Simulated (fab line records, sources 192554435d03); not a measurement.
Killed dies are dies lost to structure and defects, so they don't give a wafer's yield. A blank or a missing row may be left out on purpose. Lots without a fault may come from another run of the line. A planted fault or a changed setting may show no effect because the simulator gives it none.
A struck lot beside a sound one | flow n5_finfet | 15 steps out of a route of 1938
Sound: wafers L273.2, L273.5, L273.6. Struck: wafer L283.5. (L283.6 of the same lot was not struck and is left out.) The cause comes at the end.
At each step with rows: each side's tool, then ch and its chambers, then its first start. Under that, the readings that differ: sound wafers | struck wafers | difference of the means | sigmas: that difference in standard deviations of wafers without a fault.
alike: readings whose means differ by less than 2 such deviations, and words and numbers that are the same on both sides. not compared: withheld readings, readings that some wafer has no value for, bounds like >300 that may hide the same value, and numbers for which the record gives no deviation and whose values overlap.
The two part at a step that has a row with sigmas, a row that says differs or no value, or rows on one side only. Numbers that don't overlap but have no deviation are shown without sigmas and don't part them. A reading that every wafer of one side lacks parts them only if that side has two wafers or more.

first, 7 steps without rows for these wafers: N5_BEOL_M14_COAT_04 (resist thk 800 nm); N5_BEOL_M14_EBR_06; N5_BEOL_M14_SOFTBAKE_05 (time 60 s); N5_BEOL_M14_EXPOSE_07 (exposes mask V13); N5_BEOL_M14_PEB_08 (peb time 90 s); N5_BEOL_M14_DEVELOP_09 (develop time 45 s); N5_BEOL_M14_HARDBAKE_14 (time 120 s).
N5_BEOL_M14_CD_MEAS_10: target cd 250 nm.
  sound on cd_sem-03 ch 0, day 14 22:04; struck on cd_sem-03 ch 0, day 17 20:56
  alike: cd_nm
N5_BEOL_M14_OVL_MEAS_11:
  sound on overlay-02 ch 0, day 14 22:06; struck on overlay-02 ch 0, day 17 20:57
  alike: V13_OVL
N5_BEOL_M14_INSPECT_12: inspects for defects (macro).
  sound on defect_inspect-01, day 14 22:08; struck on defect_inspect-02, day 17 20:59
  alike: raw_defect_count
N5_BEOL_M14_DESCUM_15: chemistry O2, time 7.9 s.
  sound on rie_diel-01 ch 0,3, day 14 22:10; struck on rie_diel-01 ch 1, day 17 21:16
  alike: drypump_motor_current_A, oes_product_au, rf_vpp_V, showerhead_plenum_p_Torr, throttle_valve_pct
  not compared: rf_hours_counter_h
N5_BEOL_M14_ETCH_59: etches BARC in N2/H2, target depth 89 nm, overetch 26.7 nm, time 67.9 s.
  sound on rie_diel-01 ch 0,3, day 14 22:12; struck on rie_diel-01 ch 1, day 17 21:19
  alike: drypump_motor_current_A, oes_product_au, rf_vpp_V, showerhead_plenum_p_Torr, throttle_valve_pct
  not compared: rf_hours_counter_h
N5_BEOL_M14_VIA_ETCH_16: etches SiO2 in C4F8/O2/Ar, target depth 1231.3 nm.
  sound on rie_diel-01 ch 0,3, day 14 22:15; struck on rie_diel-01 ch 1, day 17 21:26
  reading               | sound          | struck | difference | sigmas
  oes_product_au (a.u.) | 0.65 0.72 0.65 | 0.91   | +0.24      | +4
  alike: drypump_motor_current_A, oes_ar_750_au, rf_vpp_V, showerhead_plenum_p_Torr, throttle_valve_pct
N5_BEOL_M14_STRIP_63: strips in O2.
  sound on rie_diel-01 ch 0,3; struck on rie_diel-01 ch 1
  alike: drypump_motor_current_A, oes_product_au, rf_vpp_V, showerhead_plenum_p_Torr, throttle_valve_pct
  not compared: rf_hours_counter_h
N5_PASSIVATION_PROBE_49:
  sound on prober-01, day 16 00:57; struck on prober-02, day 19 06:14
  alike: defect_limited_yield, killed_at_M0_to_M3, killed_at_M4_up, killed_at_contacts, killed_at_front_end, killed_at_other, killed_dies, killed_open, killed_short, sort_bin_5_function, sort_bin_6_memory, sort_n_pass, sort_yield_pct

WHERE THEY PART
Only at N5_BEOL_M14_VIA_ETCH_16, within this record. Later steps at which nothing parts them and some readings are alike: N5_BEOL_M14_STRIP_63, N5_PASSIVATION_PROBE_49.

WHY: what the simulator had put in
Process parameter drift: rie_diel-01, from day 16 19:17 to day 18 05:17, at N5_BEOL_M14_VIA_ETCH_16. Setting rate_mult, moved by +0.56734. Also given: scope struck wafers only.
